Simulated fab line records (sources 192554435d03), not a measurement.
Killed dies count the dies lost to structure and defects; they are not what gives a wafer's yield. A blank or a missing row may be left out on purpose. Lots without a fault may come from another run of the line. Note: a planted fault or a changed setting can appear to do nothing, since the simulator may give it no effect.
A lot that was struck, set against a sound lot :: flow n5 finfet :: 32 out of 1938 route steps
Sound: these wafers, L400.1, L400.3, L400.6. Wafers L388.2, L388.3, L388.4 were the ones struck. The cause is named last.
Each step with rows lists, per side, the tool, then ch with its chambers, then its first start. Under that, the readings that differ: sound wafers :: struck wafers :: difference of the means :: sigmas: that difference in standard deviations of wafers without a fault.
alike: same words and numbers on both sides, and readings whose means sit less than 2 such deviations apart. not compared: any withheld reading, any reading some wafer has no value for, any bound like >300 that may hide the same value, and any number with overlapping values for which the record gives no deviation.
The two part at a step that has a row with sigmas, a row that says differs or no value, or rows on one side only. When numbers do not overlap yet have no deviation, they are printed without sigmas and do not part them. A reading missing from all wafers of one side parts the sides only when that side holds two or more wafers.

first, 8 steps without rows for these wafers: N5_ILD0_LINER_00 (material SiNx, target thk 4 nm, pulse time 1 s, purge time 2 s); N5_ILD0_FCVD_FILL_01 (material SiO2 flowable, target thk 200 nm, time 328.3 s); N5_ILD0_CURE_02 (time 1800 s); N5_ILD0_CMP_03 (polishes, stops on SiNx, t overpolish 1.9 s, target thk 197.38 nm); N5_ILD0_CMP_07 (polishes SiO2 flowable, stops on poly-Si, t overpolish 1.18 s, target thk 138.88 nm); N5_ILD0_PRECLEAN_10 (cleans in NF3:NH3, afs cycles 5, time 20 s, sublimation time 60 s); N5_ILD0_ALD_15 (deposits SiNx, target thk 24 nm, pulse time 1 s, ald cycles 480); N5_ILD0_CMP_12 (polishes SiNx, stops on poly-Si, t overpolish 6 s, target thk 17.67 nm).
N5_SDB_HM_DEP_00: deposits SiNx from SiH4/NH3/N2, target thk 40 nm, time 35.3 s.
  sound on pecvd-01 ch 0,1,2, day 9 07:44; struck on pecvd-03 ch 0,1, day 6 07:33
reading: model.SiNx_of_SDB_HM_DEP_00.thk nm (nm)
sound: 39.2 39.6 40.2
struck: 49 50 49.2
difference: +10
sigmas: 
  alike: heater power w, rf fwd power W, showerhead plenum p Torr, throttle valve pct
then, 13 steps without rows for these wafers: N5_SDB_COAT_03 (time 60 s, resist thk 100 nm); N5_SDB_COAT_04 (time 60 s, resist thk 18 nm); N5_SDB_COAT_05 (resist thk 90 nm); N5_SDB_EBR_07; N5_SDB_SOFTBAKE_06 (time 60 s); N5_SDB_EXPOSE_08 (exposes mask SDB); N5_SDB_PEB_09 (peb time 60 s); N5_SDB_DEVELOP_10 (develop time 30 s); N5_SDB_DESCUM_16 (chemistry O2, time 7.9 s); N5_SDB_ETCH_17 (etches SiARC in CF4, target depth 23.4 nm, time 39 s); N5_SDB_ETCH_18 (etches SOC in N2/H2, target depth 100 nm, overetch 20 nm, time 150 s); N5_SDB_STRIP_19 (strips in N2/H2); N5_SDB_STRIP_21 (strips in CF4).
N5_SDB_HM_OPEN_20: chemistry CH3F/O2, target SiNx, stops on poly-Si, target depth 24 nm.
  sound on rie diel-04 ch 1,2, day 9 08:55; struck on rie diel-01 ch 0,2,3, day 6 08:21
reading: oes product au (a.u.)
sound: 0.65 0.63 0.64
struck: 0.71 0.79 0.74
difference: +0.11
sigmas: +2

reading: model.etch.depth nm (nm)
sound: 23.19 23.54 24.21
struck: 33.1 32.94 33.05
difference: +9.4
sigmas: 
  alike: drypump motor current A, rf fwd power W, rf vpp V, showerhead plenum p Torr, throttle valve pct
  not compared: rf hours counter h
then, 5 steps without rows for these wafers: N5_SDB_STRIP_22 (strips in N2/H2); N5_SDB_PRECLEAN_23 (cleans in dHF, time 30 s); N5_SDB_DUMMY_REMOVE_24 (chemistry TMAH, target poly-Si, stops on SiO2, target depth 142 nm, time 57 s, rinse time 30 s); N5_SDB_ETCH_25 (etches SiO2 in C4F6/O2, target depth 10 nm, time 3.3 s); N5_SDB_CUT_ETCH_26 (etches Si in HBr/Cl2/O2, target depth 129.6 nm, bt time 20 s, time 51.8 s).
N5_SDB_PRECLEAN_38: cleans in dHF, time 10 s.
  sound on wet bench-05 ch 1,2,7, day 9 09:27; struck on wet bench-06 ch 0,2,4, day 6 09:07
reading: model.SiNx_of_SDB_HM_DEP_00.thk nm (nm)
sound: 20.8 21.2 22.2
struck: 30.6 31.4 31.6
difference: +9.8
sigmas: 
  alike: temp c
then, 1 step without rows for these wafers: N5_SDB_PRECLEAN_39 (cleans in O3/DIW, time 45 s).
-- the record jumps here: 4 days lie between the struck wafers' starts before and after (it left off in module SDB and takes up again in module BEOL_M4, whose first step shown is number 1111 of the route) --
N5_BEOL_M4_RC_MEAS_101:
  sound on prober-02 ch 0, day 13 13:01; struck on prober-01 ch 0, day 10 19:07
reading: ION_P (uA/um)
sound: 472 466 476
struck: 459 449 457
difference: -16
sigmas: -2

reading: VT_P (mV)
sound: -249 -246 -246
struck: -253 -256 -255
difference: -8
sigmas: -2
  alike: DIBL_N, DIBL_P, IOFF_N, IOFF_P, ION_N, SS_N, SS_P, VT_N
-- record jumps: 4 days separate the struck wafers' starts on either side; left off in module BEOL_M4, taken up again in module PASSIVATION, whose first shown step is the route's number 1936 --
N5_PASSIVATION_PROBE_49:
  record: rows for the struck wafers here (prober-02, day 15 01:47), none for the sound ones

## WHERE THEY PART
At N5_SDB_HM_OPEN_20 first; at N5_PASSIVATION_PROBE_49 last (within this record only).

WHY: the cause the simulator had injected
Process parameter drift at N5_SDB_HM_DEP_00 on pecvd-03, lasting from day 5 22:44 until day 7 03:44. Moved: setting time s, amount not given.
